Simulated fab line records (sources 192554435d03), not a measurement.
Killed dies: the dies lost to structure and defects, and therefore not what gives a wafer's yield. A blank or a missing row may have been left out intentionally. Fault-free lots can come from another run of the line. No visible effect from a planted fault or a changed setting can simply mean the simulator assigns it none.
Which tool was responsible? | flow n5 finfet | Sampling: 9 lots, 26 wafers, 2 of 1938 route steps

== WHAT THE GAUGES READ, wafer by wafer ==
N5_BEOL_M4_RC_MEAS_101.
lot  | measured     | on        | DIBL_N (mV/V)
L547 | day 8 10:20  | prober-02 | 32.9 35.1 33.6
L551 | day 9 14:32  | prober-01 | 36.8 37.4 37.0
L556 | day 10 18:48 | prober-02 | 38.9 39.4 39.1
L557 | day 11 14:51 | prober-02 | 36.0 37.0
L558 | day 11 17:46 | prober-01 | 35.7 33.8 35.4
L561 | day 12 06:45 | prober-02 | 37.3 36.9 36.6
L566 | day 13 19:29 | prober-01 | 33.9 34.3 34.3
L568 | day 13 21:23 | prober-01 | 35.9 35.8 35.9
L570 | day 14 08:29 | prober-01 | 36.3 36.5 38.5

== WHICH TOOL RAN EACH LOT (tool, then ch and the chambers of the sampled wafers, then the start) ==
lot  | N5_BEOL_M4_PRE_CLEAN_60
L547 | cvd co-02 ch 0,1,2, day 8 10:04
L551 | cvd co-02 ch 0,1,2, day 9 13:55
L556 | cvd co-01 ch 0,2, day 10 18:22
L557 | cvd co-02 ch 0,2, day 11 14:08
L558 | cvd co-02 ch 1,2, day 11 17:29
L561 | cvd co-02 ch 0,2, day 12 06:28
L566 | cvd co-02 ch 1,2, day 13 18:54
L568 | cvd co-02 ch 0,1,2, day 13 20:57
L570 | cvd co-01 ch 0,1, day 14 08:10
- N5_BEOL_M4_PRE_CLEAN_60: time 15 s.

== THE ANSWER, worked out from the rows above alone ==
Rule: what is usual is taken from the lots themselves. The widest of any qualifying gaps counts: lots, ordered by their means at a reading, are off when they make up no more than a third of the lots, leave a main group of 4 or more, and stand apart from it by 3 or more times the standard deviation of that group's means. If all means in a main group match to the digits the tables above print for the reading, that group is not used. A lot without any number at a reading at which 4 lots or more have one is off too. Where the step has rows for the other lots, those lots are counted as sound.
None of the lots is off at any reading shown; this tells nothing.

== WHAT HAD BEEN PUT IN BY THE SIMULATOR ==
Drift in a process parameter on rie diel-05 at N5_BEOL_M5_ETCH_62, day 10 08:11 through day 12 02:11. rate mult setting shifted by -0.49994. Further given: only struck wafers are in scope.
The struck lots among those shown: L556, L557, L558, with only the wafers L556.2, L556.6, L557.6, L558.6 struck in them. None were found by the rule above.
